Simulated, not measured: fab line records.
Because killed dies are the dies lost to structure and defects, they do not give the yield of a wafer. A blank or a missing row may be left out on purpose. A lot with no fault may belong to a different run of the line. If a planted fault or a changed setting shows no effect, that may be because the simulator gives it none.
Which tool did it?    flow n5Finfet    9 lots with 27 wafers sampled at 7 steps, on a route of 1938 steps

## WHAT THE GAUGES SHOWED, per wafer
N5_WELL_APT_CD_MEAS_25 targets a cd of 200 nm. Usual: cdNm at 199.6 nm, with a standard deviation of 1.5.
lot   measured     on        cdNm (nm)          flag
L439  day 2 03:44  cdSem-01  201.0 200.7 201.8  
L441  day 2 15:25  cdSem-03  199.4 198.5 199.1  
L443  day 3 03:34  cdSem-02  199.8 199.1 200.7  
L446  day 3 20:50  cdSem-03  198.9 198.4 201.4  
L448  day 4 08:57  cdSem-02  199.1 198.1 199.6  
L450  day 4 20:49  cdSem-02  199.9 199.4 200.7  
L453  day 5 15:16  cdSem-03  202.4 202.1 202.4  
L455  day 6 03:02  cdSem-02  201.4 200.2 198.4  
L459  day 7 02:42  cdSem-02  200.5 200.0 200.1  

N5_WELL_APT_INSPECT_27: inspects for defects (macro). Usual: rawDefectCount at 2.0, with a standard deviation of 1.4.
lot   measured     on                rawDefectCount  flag
L439  day 2 03:47  defectInspect-02  2 0 3           
L441  day 2 15:28  defectInspect-02  3 3 0           
L443  day 3 03:38  defectInspect-02  3 0 0           
L446  day 3 20:53  defectInspect-01  1 2 3           
L448  day 4 09:00  defectInspect-01  3 1 4           
L450  day 4 20:52  defectInspect-01  5 2 2           
L453  day 5 15:19  defectInspect-01  3 1 1           
L455  day 6 03:05  defectInspect-02  1 2 3           
L459  day 7 02:46  defectInspect-01  0 >300 3        

N5_WELL_APT_INSPECT_38: inspects for defects (darkfield). Usual: rawDefectCount at 14, with a standard deviation of 4.9.
lot   measured     on                rawDefectCount  flag
L439  day 2 05:49  defectInspect-02  27 12 10        
L441  day 2 17:09  defectInspect-02  14 18 22        
L443  day 3 05:31  defectInspect-02  12 8 13         
L446  day 3 22:47  defectInspect-01  14 16 15        
L448  day 4 10:43  defectInspect-01  15 8 6          
L450  day 4 22:37  defectInspect-01  10 15 18        
L453  day 5 17:05  defectInspect-02  19 25 17        
L455  day 6 04:57  defectInspect-01  9 9 8           
L459  day 7 04:41  defectInspect-02  16 624 6        OFF

N5_BEOL_M4_RC_MEAS_101. Usual: DIBL_N 35.9 mV/V, standard deviation 1.3; DIBL_P 35.9 mV/V, standard deviation 1.5; IOFF_N 0.152 nA/um, standard deviation 0.023; IOFF_P 0.204 nA/um, standard deviation 0.027; ION_N 673 uA/um, standard deviation 9.2; ION_P 462 uA/um, standard deviation 6.7; SS_N 71.4 mV/dec, standard deviation 0.48; SS_P 73.2 mV/dec, standard deviation 0.55; VT_N 250.3 mV, standard deviation 2.6; VT_P -250.6 mV, standard deviation 3.
lot   measured      on         DIBL_N (mV/V)   DIBL_P (mV/V)   IOFF_N (nA/um)     IOFF_P (nA/um)     ION_N (uA/um)  ION_P (uA/um)  SS_N (mV/dec)   SS_P (mV/dec)   VT_N (mV)          VT_P (mV)             flag
L439  day 8 20:23   prober-02  33.8 33.5 33.9  34.7 34.5 35.1  0.143 0.133 0.139  0.199 0.186 0.199  667 672 663    461 464 464    71.0 71.5 70.9  72.4 72.5 72.8  250.9 250.1 250.9  -250.0 -250.8 -250.2  
L441  day 9 21:12   prober-01  36.6 35.3 37.3  36.6 34.7 38.1  0.135 0.122 0.162  0.175 0.159 0.214  670 676 685    456 453 469    71.2 70.6 71.8  72.8 72.6 73.6  253.0 253.1 251.9  -253.4 -254.0 -250.3  
L443  day 10 14:52  prober-02  36.6 37.2 36.1  35.2 36.9 34.5  0.144 0.167 0.141  0.217 0.244 0.198  665 671 659    462 464 449    71.6 72.1 71.9  73.5 74.2 72.5  252.7 248.3 253.3  -248.6 -249.5 -251.8  
L446  day 12 03:04  prober-02  35.7 35.0 35.9  35.5 35.2 36.2  0.134 0.127 0.143  0.188 0.198 0.209  669 665 681    455 460 461    71.1 70.7 71.7  72.7 72.8 73.8  249.5 251.2 248.9  -249.6 -248.8 -248.1  
L448  day 12 02:16  prober-01  35.2 32.5 35.8  36.2 33.7 36.4  0.158 0.120 0.160  0.216 0.180 0.222  679 670 671    469 462 462    71.9 70.6 71.1  72.9 72.4 73.5  250.1 252.9 251.2  -248.2 -250.1 -248.6  
L450  day 12 10:53  prober-02  36.3 36.9 38.0  33.9 34.5 36.4  0.147 0.148 0.184  0.227 0.227 0.275  669 678 692    472 467 477    71.5 71.1 71.6  72.4 73.4 73.6  248.6 251.3 247.6  -244.2 -247.5 -243.5  
L453  day 12 12:38  prober-02  33.7 37.4 35.2  32.6 37.8 34.0  0.112 0.179 0.140  0.168 0.235 0.181  658 677 664    463 469 458    71.3 71.4 71.7  72.2 74.2 72.9  254.1 249.8 250.1  -251.2 -248.6 -250.5  
L455  day 13 14:14  prober-02  34.5 33.8 35.7  36.0 35.6 37.6  0.143 0.137 0.164  0.198 0.187 0.223  681 665 681    470 466 467    71.5 71.2 71.5  73.3 73.1 73.5  252.2 253.1 249.4  -248.9 -253.0 -251.9  
L459  day 14 19:56  prober-01  41.0 37.6 38.4  40.4 35.8 36.5  0.248 0.157 0.177  0.306 0.216 0.238  686 667 669    469 459 455    72.2 72.2 71.4  74.8 73.7 74.4  245.1 251.9 249.1  -245.4 -252.3 -249.1  

## WHAT TOOL EACH LOT RAN ON (gives the tool, then ch and the chambers of the sampled wafers, and finally the start)
lot   N5_ZERO_LAYER_STRIP_24              N5_WELL_APT_STRIP_16               N5_WELL_APT_DESCUM_30
L439  plasmaAsher-02 ch 0,1, day 2 00:56  wetBench-01 ch 1,4,7, day 2 03:04  rieDiel-02 ch 0,1,3, day 2 04:10
L441  plasmaAsher-01 ch 0,1, day 2 13:29  wetBench-06 ch 0,4,7, day 2 14:44  rieDiel-05 ch 0,1, day 2 15:30
L443  plasmaAsher-01 ch 0,1, day 3 01:07  wetBench-01 ch 3,5,7, day 3 02:54  rieDiel-04 ch 1,2,3, day 3 03:40
L446  plasmaAsher-02 ch 0, day 3 18:53    wetBench-01 ch 2,3,4, day 3 20:16  rieDiel-05 ch 0,3, day 3 20:55
L448  plasmaAsher-01 ch 0,1, day 4 07:01  wetBench-01 ch 0,5,7, day 4 08:17  rieDiel-02 ch 0,2, day 4 09:02
L450  plasmaAsher-02 ch 0,1, day 4 18:55  wetBench-06 ch 1,2,4, day 4 20:16  rieDiel-05 ch 0,1, day 4 20:54
L453  plasmaAsher-01 ch 0,1, day 5 13:04  wetBench-05 ch 0,3,4, day 5 14:35  rieDiel-02 ch 1,2,3, day 5 15:21
L455  plasmaAsher-02 ch 0,1, day 6 00:53  wetBench-01 ch 0,1,6, day 6 02:22  rieDiel-05 ch 0,3, day 6 03:07
L459  plasmaAsher-01 ch 0,1, day 7 00:55  wetBench-01 ch 0,3,4, day 7 02:09  rieDiel-04 ch 0,1,3, day 7 02:47
- N5_ZERO_LAYER_STRIP_24: strips in O2.
- N5_WELL_APT_STRIP_16: strips in SPM, time 900 s.
- N5_WELL_APT_DESCUM_30: chemistry O2, time 7.9 s.

## WHAT THE TOOLS THEMSELVES READ (means of the sampled wafers that have a number; where no wafer has one, the mark that the record gives instead)
N5_ZERO_LAYER_STRIP_24. Usual: drypumpMotorCurrentA 5.35 A, standard deviation 0.26; heaterPowerW 349 W, standard deviation 16; oesProductAu 0.647 a.u., standard deviation 0.0046; stripTimeToEndpointS 43.87 s, standard deviation 0.088.
lot   tool            drypumpMotorCurrentA (A)  heaterPowerW (W)  oesProductAu (a.u.)  stripTimeToEndpointS (s)  flag
L439  plasmaAsher-02  5.43                      355               0.643                43.73                     
L441  plasmaAsher-01  5.45                      355               0.645                43.96                     
L443  plasmaAsher-01  5.42                      351               0.646                44.03                     
L446  plasmaAsher-02  5.22                      346               0.645                43.82                     
L448  plasmaAsher-01  5.21                      339               0.647                43.69                     
L450  plasmaAsher-02  5.42                      355               0.652                43.84                     
L453  plasmaAsher-01  5.22                      345               0.650                43.91                     
L455  plasmaAsher-02  5.43                      358               0.645                43.99                     
L459  plasmaAsher-01  5.20                      345               0.647                43.83                     

N5_WELL_APT_DESCUM_30. Usual: drypumpMotorCurrentA 5.9 A, standard deviation 0.36; oesProductAu 0.79 a.u., standard deviation 0.085; rfFwdPowerW 49.71 W, standard deviation 0.16; rfVppV 243.2 V, standard deviation 1.7; showerheadPlenumPTorr 2.09 Torr, standard deviation 0.1; throttleValvePct 20.34 %, standard deviation 0.16.
lot   tool        drypumpMotorCurrentA (A)  oesProductAu (a.u.)  rfFwdPowerW (W)  rfVppV (V)  showerheadPlenumPTorr (Torr)  throttleValvePct (%)  flag
L439  rieDiel-02  5.5                       0.80                 49.77            244.5       2.13                          20.27                 
L441  rieDiel-05  5.5                       0.80                 49.85            241.7       2.02                          20.34                 
L443  rieDiel-04  6.1                       0.83                 49.71            243.1       2.04                          20.29                 
L446  rieDiel-05  5.8                       0.77                 49.71            244.4       2.18                          20.33                 
L448  rieDiel-02  5.7                       0.86                 49.62            243.5       2.17                          20.25                 
L450  rieDiel-05  5.4                       0.79                 49.64            241.8       2.01                          20.37                 
L453  rieDiel-02  5.9                       0.77                 49.65            244.6       2.15                          20.34                 
L455  rieDiel-05  5.8                       0.75                 49.67            244.9       2.17                          20.35                 
L459  rieDiel-04  6.2                       0.79                 49.73            244.3       2.10                          20.25                 

## THE ANSWER, worked out from the rows above alone
Rule: lot off if the mean of its wafers having a number is beyond 3 standard deviations from the usual mean. Also off: a lot with no number at a reading for which 4 or more lots have one. Where the step has rows for the other lots, those lots are counted as sound. After the gauges, taken in route order, come the tools' own readings; for these a lot's mean is taken, as printed above. At the first step where some lot is off, the reading lying furthest off is the one used; lots without a number count as furthest.
Off: L459, at N5_WELL_APT_INSPECT_38 (rawDefectCount).
A tool fits if, at a process step before that reading, it ran every lot that is off, and no sound lot after the first of them. Those tools and the gauges at N5_WELL_APT_INSPECT_38 are tried in the same way. Can't be told from this: 4 tools fit, plasmaAsher-01 at N5_ZERO_LAYER_STRIP_24, wetBench-01 at N5_WELL_APT_STRIP_16, rieDiel-04 at N5_WELL_APT_DESCUM_30, defectInspect-02 at N5_WELL_APT_INSPECT_38.

## WHAT WAS PUT IN BY THE SIMULATOR
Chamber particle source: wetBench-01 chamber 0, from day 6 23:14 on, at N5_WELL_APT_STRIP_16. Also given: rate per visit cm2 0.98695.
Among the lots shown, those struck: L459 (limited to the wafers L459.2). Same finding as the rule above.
